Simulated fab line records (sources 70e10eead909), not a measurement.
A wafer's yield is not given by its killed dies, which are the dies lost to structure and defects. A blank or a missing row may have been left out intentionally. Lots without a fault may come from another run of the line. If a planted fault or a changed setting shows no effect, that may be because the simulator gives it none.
What tool caused it? -- flow nand-harc -- 24 lots, 72 wafers sampled, at 4 steps of a route of 1302

## WHAT THE GAUGES SHOWED, per wafer
NHARC_A_ONON_D2_THK_MEAS_30: measures by ellipsometry. Usual: 1002 nm for thk-nm, sd 8.6.
lot,measured,on,thk-nm (nm),flag
L076,day 13 05:16,film-metro-02,1011 1014 1013,
L075,day 13 05:29,film-metro-02,991 991 991,
L074,day 13 16:35,film-metro-01,1003 1002 1002,
L077,day 14 02:46,film-metro-02,991 992 993,
L078,day 14 02:46,film-metro-01,997 997 999,
L079,day 15 03:48,film-metro-01,1000 998 999,
L080,day 15 03:47,film-metro-02,1009 1009 1010,
L081,day 16 12:31,film-metro-01,1000 997 999,
L082,day 16 12:10,film-metro-01,992 995 995,
L083,day 16 12:39,film-metro-02,1002 1001 1002,
L084,day 16 12:18,film-metro-01,998 998 997,
L085,day 17 06:46,film-metro-02,1012 1012 1013,
L086,day 17 21:46,film-metro-01,1008 1007 1009,
L088,day 18 19:16,film-metro-02,1007 1007 1007,
L089,day 18 19:16,film-metro-01,1021 1021 1022,
L087,day 18 19:16,film-metro-01,1012 1013 1011,
L090,day 19 18:49,film-metro-01,984 983 984,
L091,day 19 18:49,film-metro-02,995 995 995,
L092,day 20 00:19,film-metro-01,1009 1008 1006,
L093,day 20 13:48,film-metro-02,1006 1009 1008,
L094,day 21 00:26,film-metro-02,1006 1008 1007,
L095,day 22 04:54,film-metro-01,1001 1002 1002,
L096,day 22 04:53,film-metro-02,994 994 993,
L097,day 22 12:14,film-metro-01,1007 1009 1008,

## TOOL THAT RAN EACH LOT (tool first, then ch and the chambers of the sampled wafers, then the start)
lot,NHARC_A_CHANNEL_HOLE_D1_ETCH_44,NHARC_A_CHANNEL_FILL_D1_ETCHBACK_20,NHARC_A_CHANNEL_FILL_D1_STRIP_29
L076,"rie-diel-10 ch 0,1,3, day 9 05:10","rie-diel-07 ch 1,3, day 10 06:22","rie-diel-06 ch 0,2,3, day 13 05:16 or earlier"
L075,"rie-diel-11 ch 0,1,2, day 9 05:25","rie-diel-03 ch 1,2, day 10 06:23","rie-diel-03 ch 1,3, day 13 05:29 or earlier"
L074,"rie-diel-10 ch 0,1, day 9 08:52","rie-diel-03 ch 0,2,3, day 10 11:26","rie-diel-06 ch 0,3, day 13 16:35 or earlier"
L077,"rie-diel-10 ch 2,3, day 9 22:37","rie-diel-07 ch 0,2,3, day 11 02:24","rie-diel-06 ch 0,1, day 14 02:46 or earlier"
L078,"rie-diel-08 ch 0,1,2, day 10 06:05","rie-diel-03 ch 1,2, day 11 08:04","rie-diel-06 ch 0,1,2, day 14 02:46 or earlier"
L079,"rie-diel-08 ch 0,1,3, day 11 02:01","rie-diel-07 ch 0,2,3, day 12 04:29","rie-diel-07 ch 0,3, day 15 03:48 or earlier"
L080,"rie-diel-08 ch 0,1,2, day 11 03:55","rie-diel-03 ch 1,2,3, day 12 04:29","rie-diel-06 ch 2,3, day 12 22:23"
L081,"rie-diel-10 ch 0,1, day 12 05:19","rie-diel-06 ch 0,2,3, day 13 06:53","rie-diel-03 ch 0,1,2, day 16 12:31 or earlier"
L082,"rie-diel-08 ch 0,1, day 12 07:22","rie-diel-03 ch 0,1, day 13 06:53","rie-diel-07 ch 0,1,2, day 16 12:10 or earlier"
L083,"rie-diel-08 ch 0,1,3, day 12 12:05","rie-diel-06 ch 0,1,2, day 13 14:05","rie-diel-06 ch 1,2,3, day 14 07:39"
L084,"rie-diel-10 ch 1,2, day 12 12:35","rie-diel-03 ch 1,2,3, day 13 14:07","rie-diel-03 ch 0,1,2, day 16 12:18 or earlier"
L085,"rie-diel-10 ch 0,2,3, day 13 03:56","rie-diel-06 ch 1,3, day 14 05:08","rie-diel-03 ch 0,2, day 17 06:46 or earlier"
L086,"rie-diel-10 ch 0,3, day 13 14:51","rie-diel-03 ch 0,1, day 14 16:58","rie-diel-03 ch 1,2,3, day 17 21:46 or earlier"
L088,"rie-diel-10 ch 0,2, day 14 18:26","rie-diel-03 ch 0,3, day 15 19:47","rie-diel-03 ch 1,2,3, day 18 19:16 or earlier"
L089,"rie-diel-08 ch 0,1, day 14 19:01","rie-diel-06 ch 1,2,3, day 15 19:49","rie-diel-06 ch 0,1,3, day 18 19:16 or earlier"
L087,"rie-diel-10 ch 0,2,3, day 14 22:35","rie-diel-03 ch 1,2,3, day 15 23:53","rie-diel-06 ch 0,2,3, day 18 19:16 or earlier"
L090,"rie-diel-08 ch 0,2,3, day 15 09:47","rie-diel-07 ch 0,1, day 16 11:21","rie-diel-07 ch 0,2, day 19 18:49 or earlier"
L091,"rie-diel-11 ch 1,2,3, day 15 17:44","rie-diel-06 ch 0,2,3, day 16 21:31","rie-diel-07 ch 0,1,2, day 19 18:49 or earlier"
L092,"rie-diel-10 ch 0,3, day 16 02:04","rie-diel-06 ch 1,2,3, day 17 03:19","rie-diel-06 ch 0,1,3, day 20 00:19 or earlier"
L093,"rie-diel-10 ch 0,2, day 16 10:13","rie-diel-03 ch 0,2, day 17 13:43","rie-diel-06 ch 0,1,2, day 20 13:48 or earlier"
L094,"rie-diel-10 ch 1,2,3, day 16 19:58","rie-diel-07 ch 1,2,3, day 17 21:26","rie-diel-07 ch 0,1,2, day 21 00:26 or earlier"
L095,"rie-diel-10 ch 0,2, day 17 22:40","rie-diel-07 ch 1,2,3, day 19 00:49","rie-diel-03 ch 1,2, day 22 04:54 or earlier"
L096,"rie-diel-10 ch 0,1, day 18 02:32","rie-diel-03 ch 0,1,2, day 19 03:50","rie-diel-07 ch 0,2, day 22 04:53 or earlier"
L097,"rie-diel-10 ch 0,1, day 18 06:40","rie-diel-07 ch 0,1,2, day 19 08:21","rie-diel-07 ch 0,1, day 22 12:14 or earlier"
- NHARC_A_CHANNEL_HOLE_D1_ETCH_44: etches the open film in CF4/O2, target depth 140 nm, overetch 14 nm, time 77 s.
- NHARC_A_CHANNEL_FILL_D1_ETCHBACK_20: etches the open film in C4F8/O2/Ar, target depth 27 nm, time 13.5 s.
- NHARC_A_CHANNEL_FILL_D1_STRIP_29: strips in O2, time 20 s.

## AS READ BY THE TOOLS THEMSELVES (means over the sampled wafers that have a number; for cases with no such wafer, the mark the record gives instead)
NHARC_A_CHANNEL_HOLE_D1_ETCH_44. Usual: drypump-motor-current-A 5.66 A, standard deviation 0.28; oes-product-au 1.001 a.u., standard deviation 0.0087; rf-vpp-V 198.1 V, standard deviation 1.1; showerhead-plenum-p-Torr 1.35 Torr, standard deviation 0.032; throttle-valve-pct 13.398 %, standard deviation 0.009.
lot,tool,drypump-motor-current-A (A),oes-product-au (a.u.),rf-vpp-V (V),showerhead-plenum-p-Torr (Torr),throttle-valve-pct (%),flag
L076,rie-diel-10,5.76,1.000,197.3,1.35,13.403,
L075,rie-diel-11,5.71,1.006,199.0,1.36,13.405,
L074,rie-diel-10,5.60,1.004,198.7,1.34,13.389,
L077,rie-diel-10,5.97,1.003,198.5,1.37,13.403,
L078,rie-diel-08,5.50,0.991,198.2,1.36,13.396,
L079,rie-diel-08,5.59,0.997,198.8,1.36,13.397,
L080,rie-diel-08,5.51,0.997,197.3,1.36,13.397,
L081,rie-diel-10,5.58,1.010,197.2,1.32,13.406,
L082,rie-diel-08,5.42,0.997,198.4,1.37,13.398,
L083,rie-diel-08,5.58,0.998,197.7,1.36,13.395,
L084,rie-diel-10,5.59,1.005,197.9,1.36,13.392,
L085,rie-diel-10,5.79,1.000,198.0,1.34,13.395,
L086,rie-diel-10,5.96,1.004,197.7,1.35,13.404,
L088,rie-diel-10,5.58,1.004,197.7,1.32,13.392,
L089,rie-diel-08,5.42,0.992,199.6,1.37,13.395,
L087,rie-diel-10,5.76,1.005,198.2,1.34,13.394,
L090,rie-diel-08,5.58,0.995,197.1,1.33,13.388,
L091,rie-diel-11,5.23,1.016,198.2,1.37,13.405,
L092,rie-diel-10,5.75,1.004,197.3,1.33,13.401,
L093,rie-diel-10,5.58,0.992,198.4,1.33,13.406,
L094,rie-diel-10,5.80,1.000,198.7,1.36,13.397,
L095,rie-diel-10,5.58,0.995,198.0,1.31,13.391,
L096,rie-diel-10,5.61,1.007,197.5,1.34,13.400,
L097,rie-diel-10,5.59,1.013,198.3,1.32,13.395,

NHARC_A_CHANNEL_FILL_D1_ETCHBACK_20. Usual: oes-product-au 0.97 a.u., standard deviation 0.04; rf-vpp-V 979 V, standard deviation 5.4.
lot,tool,oes-product-au (a.u.),rf-vpp-V (V),flag
L076,rie-diel-07,0.97,983,
L075,rie-diel-03,1.00,979,
L074,rie-diel-03,1.01,978,
L077,rie-diel-07,0.93,976,
L078,rie-diel-03,0.93,977,
L079,rie-diel-07,0.92,976,
L080,rie-diel-03,1.00,977,
L081,rie-diel-06,1.00,980,
L082,rie-diel-03,1.01,977,
L083,rie-diel-06,0.92,986,
L084,rie-diel-03,1.01,976,
L085,rie-diel-06,1.02,981,
L086,rie-diel-03,1.01,976,
L088,rie-diel-03,1.01,976,
L089,rie-diel-06,1.00,981,
L087,rie-diel-03,1.01,976,
L090,rie-diel-07,0.99,978,
L091,rie-diel-06,0.99,979,
L092,rie-diel-06,1.00,981,
L093,rie-diel-03,0.94,981,
L094,rie-diel-07,0.92,980,
L095,rie-diel-07,0.93,980,
L096,rie-diel-03,0.93,978,
L097,rie-diel-07,0.92,979,

NHARC_A_CHANNEL_FILL_D1_STRIP_29. Usual: drypump-motor-current-A 5.8 A, standard deviation 0.5; oes-product-au 1.000 a.u., standard deviation 0.012; rf-vpp-V 57.8 V, standard deviation 0.9; showerhead-plenum-p-Torr 3.55 Torr, standard deviation 0.16; throttle-valve-pct 17.036 %, standard deviation 0.0079.
lot,tool,drypump-motor-current-A (A),oes-product-au (a.u.),rf-vpp-V (V),showerhead-plenum-p-Torr (Torr),throttle-valve-pct (%),flag
L076,rie-diel-06,5.6,1.002,58.4,3.57,17.033,
L075,rie-diel-03,5.9,1.000,57.2,3.43,17.039,
L074,rie-diel-06,5.9,0.989,56.8,3.41,17.040,
L077,rie-diel-06,5.6,0.987,58.2,3.66,17.040,
L078,rie-diel-06,5.4,1.002,57.6,3.72,17.040,
L079,rie-diel-07,6.5,1.000,57.5,3.46,17.045,
L080,rie-diel-06,5.4,1.014,58.6,3.63,17.038,
L081,rie-diel-03,6.0,1.014,57.5,3.54,17.031,
L082,rie-diel-07,5.8,1.000,57.7,3.55,17.036,
L083,rie-diel-06,5.4,1.003,57.7,3.62,17.037,
L084,rie-diel-03,6.0,1.014,57.9,3.53,17.029,
L085,rie-diel-03,6.0,1.007,58.1,3.59,17.030,
L086,rie-diel-03,5.9,1.002,56.3,3.48,17.025,
L088,rie-diel-03,5.9,1.013,57.7,3.48,17.035,
L089,rie-diel-06,5.6,0.996,57.3,3.56,17.034,
L087,rie-diel-06,5.6,0.995,58.1,3.57,17.037,
L090,rie-diel-07,6.3,0.994,56.9,3.45,17.042,
L091,rie-diel-07,5.9,0.988,57.6,3.55,17.038,
L092,rie-diel-06,5.6,1.003,57.0,3.56,17.039,
L093,rie-diel-06,5.4,1.006,58.6,3.72,17.040,
L094,rie-diel-07,5.8,1.007,58.0,3.55,17.042,
L095,rie-diel-03,6.1,1.002,58.1,3.56,17.036,
L096,rie-diel-07,6.2,1.011,57.3,3.48,17.039,
L097,rie-diel-07,5.4,0.992,58.7,3.62,17.030,

## THE ANSWER, worked out from the rows above alone
Rule: a lot counts as off when the mean over its wafers that have a number is more than 3 standard deviations away from the usual mean. Also off: a lot with no number at a reading for which 4 or more lots have one. Any other lot the step has rows for is counted as sound. Order of review: gauges by route order, followed by the tools' own readings, for which a lot's mean as printed above is used. At the first step where some lot is off, the reading lying furthest off is the one used; lots without a number count as furthest.
None of the lots is off at any reading shown; this tells nothing.

## WHAT THE SIMULATOR PUT IN
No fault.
